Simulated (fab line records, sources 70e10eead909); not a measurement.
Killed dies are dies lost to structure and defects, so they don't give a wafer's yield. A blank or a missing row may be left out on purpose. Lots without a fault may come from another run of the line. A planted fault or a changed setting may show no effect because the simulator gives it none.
Which tool did it? | flow nand_harc | 12 lots, 36 wafers sampled, at 1 step of a route of 1302

WHAT THE GAUGES READ, wafer by wafer
NHARC_A_SIN_REMOVE_INSPECT_04.
lot  | measured     | on                | raw_defect_count
L075 | day 20 14:47 | defect_inspect-01 | 407 444 452
L077 | day 21 09:17 | defect_inspect-01 | 378 370 330
L079 | day 21 22:24 | defect_inspect-02 | 390 361 368
L080 | day 23 12:33 | defect_inspect-02 | 348 471 385
L082 | day 24 10:35 | defect_inspect-02 | 462 447 496
L084 | day 25 06:02 | defect_inspect-01 | 443 356 524
L087 | day 25 09:49 | defect_inspect-02 | 299 345 346
L089 | day 26 11:12 | defect_inspect-01 | 239 320 251
L092 | day 27 15:44 | defect_inspect-01 | 309 327 279
L093 | day 28 03:37 | defect_inspect-01 | 489 317 408
L095 | day 28 20:14 | defect_inspect-01 | 489 465 515
L097 | day 30 03:32 | defect_inspect-01 | 374 429 318

WHICH TOOL RAN EACH LOT (tool, then ch and the chambers of the sampled wafers, then the start)
The record holds no process step before these readings.

THE ANSWER, worked out from the rows above alone
Rule: what is usual is taken from the lots themselves. Put in order of their means at a reading, lots are off if they are a third of the lots or fewer, leave a main group of 4 or more, and stand apart from it by a gap of 3 or more times the standard deviation of the main group's means; of several such gaps the widest counts. A main group whose means are all the same, to the digits that the tables above print for the reading, isn't used. A lot without any number at a reading at which 4 lots or more have one is off too. The other lots that the step has rows for count as sound.
No lot is off at any reading shown: from this, nothing can be told.

WHAT THE SIMULATOR HAD PUT IN
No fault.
